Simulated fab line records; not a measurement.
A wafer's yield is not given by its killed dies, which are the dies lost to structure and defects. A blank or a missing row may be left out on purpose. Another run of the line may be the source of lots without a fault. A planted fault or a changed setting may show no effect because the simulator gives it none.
Matching of chambers | flow n5Finfet | 4 sister chambers for N5_ZERO_LAYER_ETCH_18 on rieSi-01
The step etches Si in HBr/Cl2, target depth 120 nm, time 40 s. 8 wafers are shown with their chamber, then 8 later ones without.

WAFERS, EACH WITH ITS CHAMBER
wafer  | chamber | oesProductAu (a.u.)
L086.5 | 1       | 0.987
L087.1 | 2       | 1.004
L087.3 | 3       | 1.004
L087.5 | 3       | 0.995
L088.2 | 0       | 0.986
L088.3 | 2       | 1.011
L088.6 | 1       | 0.986
L093.1 | 0       | 0.981

WAFERS WHOSE CHAMBER IS MISSING
wafer  | oesProductAu (a.u.)
L093.4 | 0.974
L093.5 | 1.015
L095.1 | 0.992
L095.3 | 0.984
L095.4 | 0.996
L097.1 | 0.986
L097.2 | 0.987
L097.5 | 0.994

CHAMBER TAKEN BY EACH
wafer  | from the rows above               | in truth
L093.4 | can't be placed: 0 or 1           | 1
L093.5 | can't be placed: 2 or 3           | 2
L095.1 | can't be placed: 1 or 3 or 0      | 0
L095.3 | can't be placed: 0 or 1           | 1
L095.4 | can't be placed: 3 or 1 or 2      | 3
L097.1 | can't be placed: 1 or 0           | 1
L097.2 | can't be placed: 1 or 0           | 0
L097.5 | can't be placed: 3 or 1 or 0 or 2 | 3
Correct placement for 0 of the 8. From these rows, 8 cannot be placed; in 8 the true chamber is one of the candidates. 0 placed wrongly.
How it was worked out, from the rows above alone: a wafer's distance from a chamber is the root of the sum, over the readings, of the square of ((its reading less the chamber's mean) divided by the reading's scatter). The wafer belongs to the nearest chamber; if the next one is less than 2 further off, it can't be placed. A chamber's mean is the mean of its shown wafers. The scatter is the square root of a quotient: the sum, over the shown wafers, of each reading's squared deviation from its chamber's mean, divided by wafers minus chambers.
